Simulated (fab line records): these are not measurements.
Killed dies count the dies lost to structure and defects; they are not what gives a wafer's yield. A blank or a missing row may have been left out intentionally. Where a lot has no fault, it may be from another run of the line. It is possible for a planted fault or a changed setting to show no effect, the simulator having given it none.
Matching of chambers || flow n5-finfet || 4 sister chambers for N5_BEOL_M2_STRIP_66 on rie-diel-05
The step strips in CF4. 18 wafers are shown with their chamber, then 9 later ones without.

## WAFERS PAIRED WITH THEIR CHAMBERS
{"wafer": "L076.1", "chamber": 0, "drypump-motor-current-A (A)": 5.9, "showerhead-plenum-p-Torr (Torr)": 1.76, "throttle-valve-pct (%)": 13.12}
{"wafer": "L076.3", "chamber": 2, "drypump-motor-current-A (A)": 5.5, "showerhead-plenum-p-Torr (Torr)": 1.91, "throttle-valve-pct (%)": 13.34}
{"wafer": "L076.4", "chamber": 3, "drypump-motor-current-A (A)": 4.8, "showerhead-plenum-p-Torr (Torr)": 1.86, "throttle-valve-pct (%)": 13.71}
{"wafer": "L077.1", "chamber": 3, "drypump-motor-current-A (A)": 4.8, "showerhead-plenum-p-Torr (Torr)": 1.86, "throttle-valve-pct (%)": 13.70}
{"wafer": "L077.3", "chamber": 1, "drypump-motor-current-A (A)": 5.2, "showerhead-plenum-p-Torr (Torr)": 1.83, "throttle-valve-pct (%)": 13.77}
{"wafer": "L077.6", "chamber": 3, "drypump-motor-current-A (A)": 4.8, "showerhead-plenum-p-Torr (Torr)": 1.86, "throttle-valve-pct (%)": 13.69}
{"wafer": "L078.1", "chamber": 0, "drypump-motor-current-A (A)": 5.9, "showerhead-plenum-p-Torr (Torr)": 1.76, "throttle-valve-pct (%)": 13.15}
{"wafer": "L078.4", "chamber": 2, "drypump-motor-current-A (A)": 5.6, "showerhead-plenum-p-Torr (Torr)": 1.91, "throttle-valve-pct (%)": 13.33}
{"wafer": "L078.5", "chamber": 3, "drypump-motor-current-A (A)": 4.8, "showerhead-plenum-p-Torr (Torr)": 1.86, "throttle-valve-pct (%)": 13.72}
{"wafer": "L086.1", "chamber": 0, "drypump-motor-current-A (A)": 5.9, "showerhead-plenum-p-Torr (Torr)": 1.76, "throttle-valve-pct (%)": 13.16}
{"wafer": "L086.2", "chamber": 1, "drypump-motor-current-A (A)": 5.2, "showerhead-plenum-p-Torr (Torr)": 1.82, "throttle-valve-pct (%)": 13.82}
{"wafer": "L086.3", "chamber": 2, "drypump-motor-current-A (A)": 5.5, "showerhead-plenum-p-Torr (Torr)": 1.91, "throttle-valve-pct (%)": 13.38}
{"wafer": "L087.1", "chamber": 0, "drypump-motor-current-A (A)": 5.9, "showerhead-plenum-p-Torr (Torr)": 1.76, "throttle-valve-pct (%)": 13.20}
{"wafer": "L087.2", "chamber": 3, "drypump-motor-current-A (A)": 4.8, "showerhead-plenum-p-Torr (Torr)": 1.85, "throttle-valve-pct (%)": 13.77}
{"wafer": "L087.6", "chamber": 3, "drypump-motor-current-A (A)": 4.8, "showerhead-plenum-p-Torr (Torr)": 1.85, "throttle-valve-pct (%)": 13.78}
{"wafer": "L088.1", "chamber": 0, "drypump-motor-current-A (A)": 5.9, "showerhead-plenum-p-Torr (Torr)": 1.75, "throttle-valve-pct (%)": 13.19}
{"wafer": "L088.4", "chamber": 3, "drypump-motor-current-A (A)": 4.8, "showerhead-plenum-p-Torr (Torr)": 1.85, "throttle-valve-pct (%)": 13.79}
{"wafer": "L088.6", "chamber": 2, "drypump-motor-current-A (A)": 5.5, "showerhead-plenum-p-Torr (Torr)": 1.91, "throttle-valve-pct (%)": 13.39}

SIGNATURES, as means of the wafers listed above
{"reading": "drypump-motor-current-A", "chamber 0": 5.900, "chamber 1": 5.200, "chamber 2": 5.525, "chamber 3": 4.800, "scatter within a chamber": 0.0231}
{"reading": "showerhead-plenum-p-Torr", "chamber 0": 1.7580, "chamber 1": 1.8250, "chamber 2": 1.9100, "chamber 3": 1.8557, "scatter within a chamber": 0.00464}
{"reading": "throttle-valve-pct", "chamber 0": 13.1640, "chamber 1": 13.7950, "chamber 2": 13.3600, "chamber 3": 13.7371, "scatter within a chamber": 0.0362}
Rule: a wafer's distance from a chamber is the root of the sum, over the readings, of the square of ((its reading less the chamber's mean) divided by the reading's scatter). If the next closest chamber is less than 2 further off than the closest, the wafer can't be placed; otherwise it belongs to the closest. The scatter: take each reading less its chamber's mean, square it, sum over the shown wafers, divide by the number of wafers less the number of chambers, and take the root.

## WAFERS MISSING THEIR CHAMBER
{"wafer": "L092.2", "drypump-motor-current-A (A)": 5.2, "showerhead-plenum-p-Torr (Torr)": 1.82, "throttle-valve-pct (%)": 13.84}
{"wafer": "L092.3", "drypump-motor-current-A (A)": 5.9, "showerhead-plenum-p-Torr (Torr)": 1.75, "throttle-valve-pct (%)": 13.19}
{"wafer": "L092.5", "drypump-motor-current-A (A)": 5.5, "showerhead-plenum-p-Torr (Torr)": 1.90, "throttle-valve-pct (%)": 13.40}
{"wafer": "L093.1", "drypump-motor-current-A (A)": 5.5, "showerhead-plenum-p-Torr (Torr)": 1.90, "throttle-valve-pct (%)": 13.42}
{"wafer": "L093.4", "drypump-motor-current-A (A)": 4.9, "showerhead-plenum-p-Torr (Torr)": 1.85, "throttle-valve-pct (%)": 13.79}
{"wafer": "L093.6", "drypump-motor-current-A (A)": 5.9, "showerhead-plenum-p-Torr (Torr)": 1.75, "throttle-valve-pct (%)": 13.22}
{"wafer": "L096.3", "drypump-motor-current-A (A)": 5.9, "showerhead-plenum-p-Torr (Torr)": 1.75, "throttle-valve-pct (%)": 13.24}
{"wafer": "L096.4", "drypump-motor-current-A (A)": 5.5, "showerhead-plenum-p-Torr (Torr)": 1.90, "throttle-valve-pct (%)": 13.41}
{"wafer": "L096.5", "drypump-motor-current-A (A)": 5.9, "showerhead-plenum-p-Torr (Torr)": 1.75, "throttle-valve-pct (%)": 13.22}

## WHICH CHAMBER EACH WENT THROUGH
{"wafer": "L092.2", "from the rows above": 1, "in truth": 1}
{"wafer": "L092.3", "from the rows above": 0, "in truth": 0}
{"wafer": "L092.5", "from the rows above": 2, "in truth": 2}
{"wafer": "L093.1", "from the rows above": 2, "in truth": 2}
{"wafer": "L093.4", "from the rows above": 3, "in truth": 3}
{"wafer": "L093.6", "from the rows above": 0, "in truth": 0}
{"wafer": "L096.3", "from the rows above": 0, "in truth": 0}
{"wafer": "L096.4", "from the rows above": 2, "in truth": 2}
{"wafer": "L096.5", "from the rows above": 0, "in truth": 0}
Correctly placed: 9 of 9. Number that these rows cannot place: 0. 0 placed wrongly.
